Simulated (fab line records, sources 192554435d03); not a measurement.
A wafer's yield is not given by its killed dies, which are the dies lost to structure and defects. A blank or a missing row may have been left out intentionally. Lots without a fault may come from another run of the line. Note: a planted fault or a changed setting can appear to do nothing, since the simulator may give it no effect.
8D (eight disciplines) problem report, filled in by code :: flow n5Finfet :: the parts of the form that need people (team, actions taken, sign-off) are left out

== 1. WHAT WENT WRONG ==
Mean of killed_at_M4_up at N5_PASSIVATION_PROBE_49: 129 across 2 wafers in 2 lots; on wafers with no fault it is 14 (standard deviation 5.5). That puts it +21 standard deviations away from the usual mean.
First seen on wafer L761.6, day 16 12:15, on prober-02. The record has a number at this step for 5 wafers belonging to 3 lots. The rule behind "out" and "out of limits": a value lying over 4 standard deviations away from the usual mean. The other wafers with a number count as sound.

== 2. WHAT IT IS; WHAT IT IS NOT ==
question: which readings at this step
is: killed_at_M4_up, defectLimitedYield, killedDies, sort_bin_5_function
is not: killed_at_M0_to_M3, killedAtContacts, killedAtFrontEnd, killedAtOther, killedShort, sort_bin_4_leakage, sort_bin_6_memory, sort_bin_8_speed

question: which lots
is: L761, L763
is not: L772

question: which wafers of those lots
is: all that have a number
is not: -

question: read on which tools
is: prober-02
is not: prober-01

question: when
is: from day 16 12:15
is not: up to then (0 sound wafers); but 3 sound wafers of L772 came after

== 3. WHAT RULES OUT EACH SUSPECT ==
Counting: a tool stays on the suspect list if, at a process step up to the reading, it processed all lots that are out and no sound lot following the first of them.
- wetBench-05 at N5_BEOL_M14_STRIP_71 (strips in post etch residue remover, time 60 s): kept. It ran every lot that is out, first L761 (day 15 07:46), and no sound lot after that.
- prober-02 at N5_PASSIVATION_PROBE_49: kept. It ran every lot that is out, first L761 (day 16 12:15), and no sound lot after that. Its own readings are out on those wafers: defectLimitedYield, killed_at_M4_up, killedDies, sort_bin_5_function.
After counting, wetBench-05 at N5_BEOL_M14_STRIP_71 and prober-02 at N5_PASSIVATION_PROBE_49 remain.

== 4. THE CAUSE (what the simulator had put in) ==
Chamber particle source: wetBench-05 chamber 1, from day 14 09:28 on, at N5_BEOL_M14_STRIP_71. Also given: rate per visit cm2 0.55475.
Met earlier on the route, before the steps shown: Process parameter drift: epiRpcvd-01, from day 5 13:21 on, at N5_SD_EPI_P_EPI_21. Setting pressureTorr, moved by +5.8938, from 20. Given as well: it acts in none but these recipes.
This tool is one of the 2 suspects left after counting.

== 5. SEQUENCE OF EFFECTS, ordered by route ==
One row per reading whose mean, taken over the struck wafers that have a number, lies over 3 standard deviations from the usual. Only readings whose record carries a usual standard deviation are examined. hours: median over the lots of the time between each lot's start at the first step of this table that gives one and its start at this step. sigmas: the change, counted in usual standard deviations.
hours: 0
step: N5_PASSIVATION_PROBE_49
reading: defectLimitedYield
usual: 91.0 %
on struck wafers: 82.8
change: -8.2
sigmas: -5.9

hours: 0
step: N5_PASSIVATION_PROBE_49
reading: killed_at_M4_up
usual: 14
on struck wafers: 129
change: +115
sigmas: +21

hours: 0
step: N5_PASSIVATION_PROBE_49
reading: killedDies
usual: 106
on struck wafers: 203
change: +97
sigmas: +6.1

hours: 0
step: N5_PASSIVATION_PROBE_49
reading: sort_bin_5_function
usual: 5.3 %
on struck wafers: 11.7
change: +6.4
sigmas: +7.1

hours: 0
step: N5_PASSIVATION_PROBE_49
reading: sortNPass
usual: 1070
on struck wafers: 977
change: -93
sigmas: -3.3

hours: 0
step: N5_PASSIVATION_PROBE_49
reading: sortYieldPct
usual: 90.7 %
on struck wafers: 82.8
change: -7.9
sigmas: -3.3
Here are the process steps it includes:
- N5_PASSIVATION_PROBE_49

== 6. HOW IT WOULD HAVE BEEN CAUGHT EARLIER ==
51 hours passed between the start of the fault at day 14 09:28 and the first reading out of limits in this record, taken at day 16 12:15.
Each of the lots that are out, 2 in all, had begun N5_BEOL_M14_STRIP_71 on wetBench-05 no later than day 16 12:15. Had the tool been put on hold then, not one of them would have been saved.
